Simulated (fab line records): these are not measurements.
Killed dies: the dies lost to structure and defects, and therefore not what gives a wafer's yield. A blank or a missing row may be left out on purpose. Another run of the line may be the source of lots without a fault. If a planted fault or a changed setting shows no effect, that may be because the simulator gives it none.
Matching of chambers	flow nandHarc	NHARC_A_STAIRCASE_TRIM_20 on rieDiel-10: 4 sister chambers
The step chemistry O2, time 211.2 s. 8 wafers are shown with their chamber, then 8 later ones without.

WAFERS, EACH WITH ITS CHAMBER
wafer	chamber	drypumpMotorCurrentA (A)	showerheadPlenumPTorr (Torr)
L077.5	3	5.8	3.57
L078.2	0	5.0	3.78
L078.6	3	5.7	3.56
L079.2	2	5.1	3.78
L092.2	0	5.0	3.76
L092.4	2	5.1	3.76
L092.6	1	5.5	3.73
L094.1	1	5.5	3.73

WAFERS WITHOUT THEIR CHAMBER
wafer	drypumpMotorCurrentA (A)	showerheadPlenumPTorr (Torr)
L094.2	5.7	3.54
L094.3	5.1	3.76
L096.1	5.0	3.76
L096.4	5.6	3.72
L096.6	5.8	3.54
L097.1	5.1	3.75
L097.3	5.5	3.72
L097.5	5.1	3.76

WHICH CHAMBER EACH WENT THROUGH
wafer	from the rows above	in truth
L094.2	3	3
L094.3	2	2
L096.1	0	0
L096.4	1	1
L096.6	3	3
L097.1	can't be placed: 2 or 0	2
L097.3	1	1
L097.5	2	2
7 of 8 placed correctly. Unplaceable from these rows: 1, with the true chamber sitting among the candidates in 1. Placed wrongly: 0.
How it was worked out, from the rows above alone: a wafer's distance from a chamber is the root of the sum, over the readings, of the square of ((its reading less the chamber's mean) divided by the reading's scatter). The wafer belongs to the nearest chamber; if the next one is less than 2 further off, it can't be placed. The mean given for a chamber averages the wafers shown for that chamber. The scatter is the square root of a quotient: the sum, over the shown wafers, of each reading's squared deviation from its chamber's mean, divided by wafers minus chambers.
